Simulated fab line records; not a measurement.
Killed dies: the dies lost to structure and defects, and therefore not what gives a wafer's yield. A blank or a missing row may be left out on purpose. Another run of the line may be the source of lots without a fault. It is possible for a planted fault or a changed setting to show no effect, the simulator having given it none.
Comparing a struck lot with a sound one + flow nand_harc + 14 out of 1302 route steps
Sound: the wafers L518.2, L518.4, L518.5. Wafers L527.3, L527.5, L527.6 were the ones struck. Last of all comes the cause.
Order at every step that has rows: each side's tool, ch and its chambers, its first start. Under that, the readings that differ: sound wafers + struck wafers + difference of the means + sigmas: that difference in standard deviations of wafers without a fault.
alike: readings with means less than 2 such deviations apart, plus words and numbers identical on both sides. not compared: withheld readings, readings lacking a value on some wafer, bounds such as >300 that could conceal the same value, and numbers that have no deviation in the record and whose values overlap.
A row with sigmas, a row that says differs or no value, or rows on one side alone: a step with any of these is where the two part. Numbers that have no deviation but don't overlap get no sigmas and don't part them. A reading missing from all wafers of one side parts the sides only when that side holds two or more wafers.

NHARC_A_STAIRCASE_TRIM_26: chemistry O2, time 211.2 s.
  sound on rie_diel-11 ch 0,1,3; struck on rie_diel-10 ch 0,1,3
  alike: drypump_motor_current_A, oes_product_au, rf_vpp_V, showerhead_plenum_p_Torr, throttle_valve_pct
  not compared: rf_hours_counter_h
NHARC_A_STAIRCASE_ETCH_27: etches the open film in C4F8/O2, target depth 100 nm, time 40.5 s.
  sound on rie_diel-11 ch 0,2,3; struck on rie_diel-10 ch 0,1
  alike: oes_product_au, rf_vpp_V
  not compared: rf_hours_counter_h
NHARC_A_STAIRCASE_STRIP_175: strips in O2.
  sound on plasma_asher-02 ch 0,1, day 15 22:19; struck on plasma_asher-02 ch 0,1, day 19 22:31
  alike: drypump_motor_current_A, heater_power_w
  not compared: rf_hours_counter_h
then, 8 steps without rows for these wafers: NHARC_A_STAIRCASE_STRIP_148 (strips in SPM, time 900 s); NHARC_A_STAIRCASE_PRECLEAN_149 (cleans in SC1); NHARC_A_STAIRCASE_SRD_150; NHARC_A_STAIRCASE_DEHYDRATE_176 (time 120 s); NHARC_A_STAIRCASE_HMDS_177 (time 30 s); NHARC_A_STAIRCASE_COAT_178; NHARC_A_STAIRCASE_SOFTBAKE_179 (time 170 s); NHARC_A_STAIRCASE_EBR_180.
NHARC_A_STAIRCASE_EXPOSE_181: exposes mask STAIR 2.
  sound on krf_scanner-02 ch 0, day 15 23:33; struck on krf_scanner-02 ch 0, day 19 23:25
| reading              | sound                | struck               | difference | sigmas |
|----------------------|----------------------|----------------------|------------|--------|
| exposure_dose_mJ_cm2 | 27.835 27.889 27.886 | 28.216 28.246 28.220 | +0.357     | +14    |
  alike: mask, stage_vel_mm_s
then, 1 step without rows for these wafers: NHARC_A_STAIRCASE_PEB_182 (peb time 130 s).
-- the record jumps here: 9 days lie between the struck wafers' starts before and after (it left off in module A_STAIRCASE and takes up again in module END, whose first step shown is number 1302 of the route) --
NHARC_END_SORT_01:
  here the record holds rows for the struck wafers (prober-02 ch 0, day 28 21:59) but none for the sound ones

## WHERE THEY PART
At NHARC_A_STAIRCASE_EXPOSE_181 first; at NHARC_END_SORT_01 last (within this record only).

WHY: the cause the simulator had injected
Process parameter drift: krf_scanner-02, from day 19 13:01 on, at NHARC_A_STAIRCASE_EXPOSE_181. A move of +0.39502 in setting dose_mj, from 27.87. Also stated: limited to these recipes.
